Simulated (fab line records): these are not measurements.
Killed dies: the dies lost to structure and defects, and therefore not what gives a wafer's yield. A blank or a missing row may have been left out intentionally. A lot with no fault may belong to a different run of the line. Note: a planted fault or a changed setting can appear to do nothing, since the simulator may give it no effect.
Matching of chambers || flow nand-harc || NHARC_A_BLC_ALD_23 on ald-metal-02: 4 sister chambers
The step deposits TiN, target thk 3 nm, pulse time 1 s, ald cycles 150. 4 wafers are shown with their chamber, then 8 later ones without.

## WAFERS, EACH WITH ITS CHAMBER
{"wafer": "L079.4", "chamber": 1, "heater-power-w (W)": 1092}
{"wafer": "L084.1", "chamber": 3, "heater-power-w (W)": 1198}
{"wafer": "L084.5", "chamber": 0, "heater-power-w (W)": 1048}
{"wafer": "L080.1", "chamber": 2, "heater-power-w (W)": 1112}

## WAFERS MISSING THEIR CHAMBER
{"wafer": "L080.2", "heater-power-w (W)": 1053}
{"wafer": "L080.4", "heater-power-w (W)": 1232}
{"wafer": "L093.1", "heater-power-w (W)": 1080}
{"wafer": "L093.2", "heater-power-w (W)": 1164}
{"wafer": "L093.5", "heater-power-w (W)": 1051}
{"wafer": "L097.3", "heater-power-w (W)": 1031}
{"wafer": "L097.4", "heater-power-w (W)": 1127}
{"wafer": "L097.6", "heater-power-w (W)": 1153}

## WHICH CHAMBER EACH WENT THROUGH
{"wafer": "L080.2", "from the rows above": "can't be placed: 0 or 1", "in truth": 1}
{"wafer": "L080.4", "from the rows above": 3, "in truth": 3}
{"wafer": "L093.1", "from the rows above": "can't be placed: 1 or 0 or 2", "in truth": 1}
{"wafer": "L093.2", "from the rows above": "can't be placed: 3 or 2 or 1", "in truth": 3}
{"wafer": "L093.5", "from the rows above": "can't be placed: 0 or 1", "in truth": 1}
{"wafer": "L097.3", "from the rows above": "can't be placed: 0 or 1", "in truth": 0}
{"wafer": "L097.4", "from the rows above": "can't be placed: 2 or 1", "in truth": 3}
{"wafer": "L097.6", "from the rows above": "can't be placed: 2 or 3 or 1", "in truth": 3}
Correct placement for 1 of the 8. Can't be placed from these rows: 7 (the true chamber is among the candidates in 6). Placed wrongly: 0.
How it was worked out, from the rows above alone: a wafer's distance from a chamber is the root of the sum, over the readings, of the square of ((its reading less the chamber's mean) divided by the reading's scatter). If the next closest chamber is less than 2 further off than the closest, the wafer can't be placed; otherwise it belongs to the closest. A chamber's mean is the mean of its shown wafers. The scatter: root of mean squared gap, hidden wafer to nearest shown wafer, with one shown wafer a chamber.
